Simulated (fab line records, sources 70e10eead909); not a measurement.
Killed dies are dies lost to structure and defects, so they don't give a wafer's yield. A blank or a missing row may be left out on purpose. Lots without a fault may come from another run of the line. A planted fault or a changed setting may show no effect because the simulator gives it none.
A struck lot beside a sound one | flow nand_harc | 14 steps out of a route of 1159
Sound: wafers L376.2, L376.5, L376.6. Struck: wafer L381.6. (L381.1, L381.5 of the same lot were not struck and are left out.) The cause comes at the end.
At each step with rows: each side's tool, then ch and its chambers, then its first start. Under that, the readings that differ: sound wafers | struck wafers | difference of the means | sigmas: that difference in standard deviations of wafers without a fault.
alike: readings whose means differ by less than 2 such deviations, and words and numbers that are the same on both sides. not compared: withheld readings, readings that some wafer has no value for, bounds like >300 that may hide the same value, and numbers for which the record gives no deviation and whose values overlap.
The two part at a step that has a row with sigmas, a row that says differs or no value, or rows on one side only. Numbers that don't overlap but have no deviation are shown without sigmas and don't part them. A reading that every wafer of one side lacks parts them only if that side has two wafers or more.

NHARC_A_CHANNEL_FILL_D1_ALD_15: deposits SiNx, target thk 2 nm, pulse time 60 s, ald cycles 19.
  sound on ald_sin_batch-01 ch 0; struck on ald_sin_batch-02 ch 0
  reading                    | sound             | struck | difference | sigmas
  precursor_pulse_height_rel | 1.044 0.994 1.004 | 0.974  | -0.040     | -2
  alike: susceptor_temp_C
  not compared: ald_cycles
NHARC_A_CHANNEL_FILL_D1_ALD_16: deposits SiO2, target thk 1.5 nm, pulse time 10 s, ald cycles 15.
  sound on ald_hk-01 ch 1,2,3, day 11 09:32; struck on ald_hk-02 ch 3, day 12 13:20
  reading              | sound | struck | difference                   | sigmas
  susceptor_temp_C (C) | - - - | 300.06 | no value on the sound wafers |
  alike: heater_power_w, precursor_pulse_height_rel
  not compared: ald_cycles, since_wet_clean_h
then, 2 steps without rows for these wafers: NHARC_A_CHANNEL_FILL_D1_ANNEAL_17 (time 1800 s); NHARC_A_CHANNEL_FILL_D1_CVD_18 (deposits poly-Si, target thk 3 nm).
NHARC_A_CHANNEL_FILL_D1_ETCHBACK_19: etches the open film in HBr/Cl2, target depth 5 nm, time 1.7 s.
  sound on rie_si-04 ch 0,1, day 11 21:19; struck on rie_si-01 ch 0, day 13 02:26
  alike: drypump_motor_current_A, hbr_flow_sccm, oes_product_au, throttle_valve_pct
  not compared: rf_hours_counter_h
NHARC_A_CHANNEL_FILL_D1_ETCHBACK_20: etches the open film in C4F8/O2/Ar, target depth 27 nm, time 13.5 s.
  sound on rie_diel-05 ch 0,3, day 11 21:25; struck on rie_diel-05 ch 0, day 13 02:32
  alike: oes_product_au, rf_vpp_V
  not compared: rf_hours_counter_h
then, 5 steps without rows for these wafers: NHARC_A_CHANNEL_FILL_D1_STRIP_28 (strips in O2, time 20 s); NHARC_A_CHANNEL_FILL_D1_PRECLEAN_21 (cleans in dHF, time 30 s); NHARC_A_CHANNEL_FILL_D1_SRD_23; NHARC_A_CHANNEL_FILL_D1_CVD_05 (deposits poly-Si, target thk 5 nm); NHARC_A_CHANNEL_FILL_D1_ANNEAL_22 (time 7200 s).
NHARC_A_CHANNEL_FILL_D1_ALD_25: deposits SiOx, target thk 60 nm, pulse time 10 s, ald cycles 600.
  sound on ald_hk-04 ch 0,1, day 12 11:49; struck on ald_hk-04 ch 1, day 14 05:55
  reading    | sound       | struck | difference | sigmas
  ald_cycles | 600 600 600 | 285    | -315       |
  alike: heater_power_w, precursor_pulse_height_rel, susceptor_temp_C
  not compared: since_wet_clean_h
NHARC_A_CHANNEL_FILL_D1_ETCHBACK_08: etches the open film in C4F8, target depth 220 nm, time 110 s.
  sound on rie_diel-08 ch 0,1,2; struck on rie_diel-08 ch 0
  reading               | sound          | struck | difference | sigmas
  oes_product_au (a.u.) | 0.90 0.93 0.91 | 0.99   | +0.08      | +2
  alike: rf_vpp_V
  not compared: rf_hours_counter_h
then, 1 step without rows for these wafers: NHARC_END_SORT_01.

WHERE THEY PART
First at NHARC_A_CHANNEL_FILL_D1_ALD_15; last, within this record, at NHARC_A_CHANNEL_FILL_D1_ETCHBACK_08.

WHY: what the simulator had put in
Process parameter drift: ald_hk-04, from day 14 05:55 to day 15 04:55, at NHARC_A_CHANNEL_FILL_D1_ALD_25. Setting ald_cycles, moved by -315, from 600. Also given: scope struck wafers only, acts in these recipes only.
